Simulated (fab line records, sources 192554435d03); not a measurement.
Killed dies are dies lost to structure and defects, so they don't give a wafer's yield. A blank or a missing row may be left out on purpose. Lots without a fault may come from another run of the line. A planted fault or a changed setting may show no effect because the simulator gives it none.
Chamber matching | flow n5_finfet | N5_SDB_ALD_29 on ald_sin-02: 4 sister chambers
The step deposits SiNx, target thk 30 nm, pulse time 1 s, ald cycles 600. 7 wafers are shown with their chamber, then 7 later ones without.

WAFERS WITH THEIR CHAMBER
wafer  | chamber | heater_power_w (W) | precursor_pulse_height_rel
L074.6 | 1       | 932                | 0.981
L076.1 | 2       | 977                | 1.031
L078.1 | 2       | 967                | 0.991
L078.3 | 1       | 927                | 0.980
L078.4 | 3       | 916                | 0.993
L080.3 | 3       | 924                | 0.981
L080.5 | 0       | 774                | 1.003

WAFERS WITHOUT THEIR CHAMBER
wafer  | heater_power_w (W) | precursor_pulse_height_rel
L080.6 | 940                | 1.004
L082.1 | 940                | 0.987
L082.2 | 946                | 0.985
L082.6 | 777                | 0.983
L085.1 | 948                | 1.027
L085.3 | 987                | 1.013
L085.6 | 956                | 1.003

WHICH CHAMBER EACH WENT THROUGH
wafer  | from the rows above          | in truth
L080.6 | can't be placed: 1 or 3      | 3
L082.1 | can't be placed: 1 or 3      | 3
L082.2 | can't be placed: 1 or 3 or 2 | 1
L082.6 | 0                            | 0
L085.1 | can't be placed: 1 or 2 or 3 | 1
L085.3 | 2                            | 2
L085.6 | 2                            | 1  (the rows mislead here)
Placed correctly: 2 of 7. Can't be placed from these rows: 4 (the true chamber is among the candidates in 4). Placed wrongly: 1.
How it was worked out, from the rows above alone: a wafer's distance from a chamber is the root of the sum, over the readings, of the square of ((its reading less the chamber's mean) divided by the reading's scatter). The wafer belongs to the nearest chamber; if the next one is less than 2 further off, it can't be placed. A chamber's mean is the mean of its shown wafers. The scatter: the root of (the sum of the squares of (reading less its chamber's mean) over the shown wafers, divided by (wafers less chambers)).
